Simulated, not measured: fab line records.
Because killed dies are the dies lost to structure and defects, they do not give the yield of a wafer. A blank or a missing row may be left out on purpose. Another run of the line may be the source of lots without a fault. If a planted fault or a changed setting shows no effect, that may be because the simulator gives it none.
A struck lot beside a sound one + flow nand-harc + 18 out of 1302 route steps
Sound: wafers L219.1, L219.3, L219.5. Struck: wafers L223.4, L223.5, L223.6. The cause comes at the end.
Each step with rows lists, per side, the tool, then ch with its chambers, then its first start. Under that, the readings that differ: sound wafers + struck wafers + difference of the means + sigmas: that difference in standard deviations of wafers without a fault.
alike: readings with means less than 2 such deviations apart, plus words and numbers identical on both sides. not compared: withheld readings, readings lacking a value on some wafer, bounds such as >300 that could conceal the same value, and numbers that have no deviation in the record and whose values overlap.
A row with sigmas, a row that says differs or no value, or rows on one side alone: a step with any of these is where the two part. Numbers that don't overlap but have no deviation are shown without sigmas and don't part them. A reading that every wafer of one side lacks parts them only if that side has two wafers or more.

NHARC_P_ZERO_WELL_CD_MEAS_24 targets a cd of 720 nm.
  sound on cd-sem-01 ch 0, day 4 20:35; struck on cd-sem-02 ch 0, day 6 12:26
  alike: cd-nm
then, 1 step without rows for these wafers: NHARC_P_ZERO_WELL_HARDBAKE_25 (time 80 s).
NHARC_P_ZERO_WELL_DESCUM_26: chemistry O2, time 3 s.
  sound on rie-diel-09 ch 0,1,2, day 4 20:46; struck on rie-diel-13 ch 1,2,3, day 6 12:38
  alike: drypump-motor-current-A, oes-product-au, rf-vpp-V, showerhead-plenum-p-Torr, throttle-valve-pct
  not compared: rf-hours-counter-h
then, 9 steps without rows for these wafers: NHARC_P_ZERO_WELL_IMPLANT_27; NHARC_P_ZERO_WELL_IMPLANT_57; NHARC_P_ZERO_WELL_IMPLANT_58; NHARC_P_ZERO_WELL_STRIP_28 (strips in SPM, time 840 s); NHARC_P_ZERO_WELL_DEHYDRATE_29 (time 120 s); NHARC_P_ZERO_WELL_HMDS_30 (time 30 s); NHARC_P_ZERO_WELL_COAT_31; NHARC_P_ZERO_WELL_SOFTBAKE_32 (time 95 s); NHARC_P_ZERO_WELL_EBR_33.
NHARC_P_ZERO_WELL_EXPOSE_34: exposes mask P PWELL, target cd 720 nm.
  sound on krf-scanner-01 ch 0, day 4 22:04; struck on krf-scanner-01 ch 0, day 6 13:49
| reading | sound                         | struck                                 | difference | sigmas |
|---------|-------------------------------|----------------------------------------|------------|--------|
| mask    | P_PWELL#0 P_PWELL#0 P_PWELL#0 | P_PWELL_R1#0 P_PWELL_R1#0 P_PWELL_R1#0 | differs    |        |
then, 2 steps without rows for these wafers: NHARC_P_ZERO_WELL_PEB_35 (peb time 85 s); NHARC_P_ZERO_WELL_DEVELOP_36 (time 70 s).
NHARC_P_ZERO_WELL_CD_MEAS_37 targets a cd of 720 nm.
  sound on cd-sem-03 ch 0, day 4 22:13; struck on cd-sem-03 ch 0, day 6 13:58
| reading    | sound             | struck            | difference | sigmas |
|------------|-------------------|-------------------|------------|--------|
| cd-nm (nm) | 720.3 721.5 719.2 | 777.0 777.0 775.1 | +56.0      | +25    |
then, 1 step without rows for these wafers: NHARC_P_ZERO_WELL_HARDBAKE_38 (time 80 s).
-- record jumps: 23 days between struck wafers' starts before vs after; left off in module P_ZERO_WELL, resumes in module END, first step shown is number 1302 of the route --
NHARC_END_SORT_01:
  here the record holds rows for the struck wafers (prober-01 ch 0, day 29 08:45) but none for the sound ones

== WHERE THEY PART ==
Last at NHARC_END_SORT_01 as far as this record goes, first at NHARC_P_ZERO_WELL_EXPOSE_34.

WHY: the cause the simulator had injected
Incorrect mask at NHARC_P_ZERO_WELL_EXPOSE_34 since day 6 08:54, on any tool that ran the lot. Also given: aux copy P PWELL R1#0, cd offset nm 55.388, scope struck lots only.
